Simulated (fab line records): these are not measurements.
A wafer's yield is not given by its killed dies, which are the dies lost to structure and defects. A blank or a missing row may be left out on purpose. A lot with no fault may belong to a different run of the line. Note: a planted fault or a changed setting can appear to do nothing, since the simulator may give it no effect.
A lot that was struck, set against a sound lot -- flow nand_harc -- 41 out of 1159 route steps
Sound: these wafers, L720.2, L720.4, L720.5. Wafers L735.2, L735.4, L735.5 were the ones struck. The cause is given at the end.
Each step with rows lists, per side, the tool, then ch with its chambers, then its first start. Under that, the readings that differ: sound wafers -- struck wafers -- difference of the means -- sigmas: that difference in standard deviations of wafers without a fault.
alike: same words and numbers on both sides, and readings whose means sit less than 2 such deviations apart. not compared: any withheld reading, any reading some wafer has no value for, any bound like >300 that may hide the same value, and any number with overlapping values for which the record gives no deviation.
The two part at a step that has a row with sigmas, a row that says differs or no value, or rows on one side only. Numbers that have no deviation but don't overlap get no sigmas and don't part them. Lack of a reading on every wafer of one side parts them only where that side has two or more wafers.

NHARC_P_STI_INSPECT_11:
  struck on defect_inspect-01, day 6 11:39; sound on defect_inspect-02, day 2 15:52
  alike: raw_defect_count
then, 2 steps without rows for these wafers: NHARC_P_STI_HARDBAKE_13 (time 65 s); NHARC_P_STI_DESCUM_14 (chemistry O2, time 3 s).
NHARC_P_STI_ETCH_42: etches the open film in N2/H2, target depth 80 nm, overetch 24 nm, time 61 s.
  sound on rie_diel-11 ch 1,2,3, day 2 16:06; struck on rie_diel-03 ch 0,1,3, day 6 11:54
  alike: bias_w, drypump_motor_current_A, n2_flow_sccm, oes_product_au, rf_vpp_V, showerhead_plenum_p_Torr, throttle_valve_pct
  not compared: rf_hours_counter_h
NHARC_P_STI_ETCH_31: etches the open film in CF4/CHF3, target depth 108.9 nm, time 54.5 s.
  sound on rie_diel-11 ch 0,1,2; struck on rie_diel-03 ch 0,3
  alike: bias_w, drypump_motor_current_A, oes_product_au, rf_vpp_V, showerhead_plenum_p_Torr, throttle_valve_pct
  not compared: rf_hours_counter_h
NHARC_P_STI_ETCH_15: etches the open film in HBr/Cl2, target depth 300 nm, time 100.1 s.
  sound on rie_si-06 ch 2,3, day 2 16:17; struck on rie_si-03 ch 1,2, day 6 12:06
  alike: bias_w, drypump_motor_current_A, oes_product_au, throttle_valve_pct
  not compared: rf_hours_counter_h
NHARC_P_STI_CD_MEAS_16:
  struck on cd_sem-01, day 6 12:16; sound on cd_sem-02, day 2 16:26
  alike: cd_nm
NHARC_P_STI_OCD_MEAS_17:
  struck on ocd-02, day 6 12:21; sound on ocd-02, day 2 16:32
  alike: trench_depth_nm, trench_foot_cd_nm
then, 3 steps without rows for these wafers: NHARC_P_STI_STRIP_19 (strips in SPM, time 900 s); NHARC_P_STI_PRECLEAN_32 (cleans in SC1); NHARC_P_STI_SRD_23.
NHARC_P_STI_OCD_MEAS_43:
  struck on ocd-01, day 6 12:52; sound on ocd-02, day 2 17:02
  alike: trench_depth_nm, trench_foot_cd_nm
NHARC_P_STI_OXIDE_33: material SiO2, target thk 10 nm, ox time 281 s.
  sound on furnace-06 ch 0, day 2 21:16; struck on furnace-08 ch 0, day 6 18:10
  alike: zone_power_lower_pct
then, 2 steps without rows for these wafers: NHARC_P_STI_HDPCVD_20 (deposits SiO2); NHARC_P_STI_ANNEAL_34 (time 1800 s).
NHARC_P_STI_CMP_21: polishes, t overpolish 20 s, target thk 380.67 nm.
  sound on cmp-02 ch 2,3, day 3 08:07; struck on cmp-01 ch 0,2,3, day 7 08:04
  alike: motor_current_A, overpolish_run_s
  not compared: pad_life_wafers
then, 19 steps without rows for these wafers: NHARC_P_STI_SRD_35; NHARC_P_STI_ETCH_36 (etches SiO2 in dHF, target depth 38.8 nm); NHARC_P_STI_STRIP_24 (strips Si3N4 in H3PO4); NHARC_P_STI_ETCH_37 (etches SiO2 in dHF, target depth 11 nm); NHARC_P_STI_PRECLEAN_38 (cleans in SC1); NHARC_P_STI_SRD_39; NHARC_P_STI_OXIDE_40 (material SiO2, target thk 10 nm, ox time 1362 s); NHARC_P_GATE_ETCH_69 (etches SiO2 in dHF, target depth 14 nm); NHARC_P_GATE_PRECLEAN_70 (cleans in SC1); NHARC_P_GATE_SRD_01; NHARC_P_GATE_OXIDE_02 (material SiO2, target thk 37.5 nm, ox time 365 s); NHARC_P_GATE_DEHYDRATE_03 (time 120 s); NHARC_P_GATE_HMDS_04 (time 30 s); NHARC_P_GATE_COAT_05; NHARC_P_GATE_SOFTBAKE_06 (time 95 s); NHARC_P_GATE_EBR_07; NHARC_P_GATE_EXPOSE_08 (exposes mask P HV); NHARC_P_GATE_PEB_09 (peb time 85 s); NHARC_P_GATE_DEVELOP_10 (time 70 s).
NHARC_P_GATE_CD_MEAS_11: target cd 1640 nm.
  sound on cd_sem-02 ch 0, day 4 03:14; struck on cd_sem-01 ch 0, day 8 02:44
  alike: cd_nm
then, 1 step without rows for these wafers: NHARC_P_GATE_HARDBAKE_12 (time 80 s).
NHARC_P_GATE_DESCUM_13: chemistry O2, time 3 s.
  sound on rie_diel-07 ch 0,1,3, day 4 03:26; struck on rie_diel-07 ch 0,1, day 8 02:53
  alike: drypump_motor_current_A, oes_product_au, rf_vpp_V, showerhead_plenum_p_Torr, throttle_valve_pct
  not compared: rf_hours_counter_h
then, 2 steps without rows for these wafers: NHARC_P_GATE_ETCH_14 (etches SiO2 in dHF, target depth 48.8 nm); NHARC_P_GATE_STRIP_15 (strips in SPM, time 780 s).
-- jump in the record: it breaks off in module P_GATE and resumes in module END (first step shown: number 1159 of the route), and 15 days separate the struck wafers' starts before and after --
NHARC_END_SORT_01:
  at this point the record logs the struck wafers (prober-01 ch 0, day 23 03:40) and has no rows for the sound ones

## WHERE THEY PART
At NHARC_END_SORT_01 and nowhere else, as far as this record goes.

WHY: what had been put in by the simulator
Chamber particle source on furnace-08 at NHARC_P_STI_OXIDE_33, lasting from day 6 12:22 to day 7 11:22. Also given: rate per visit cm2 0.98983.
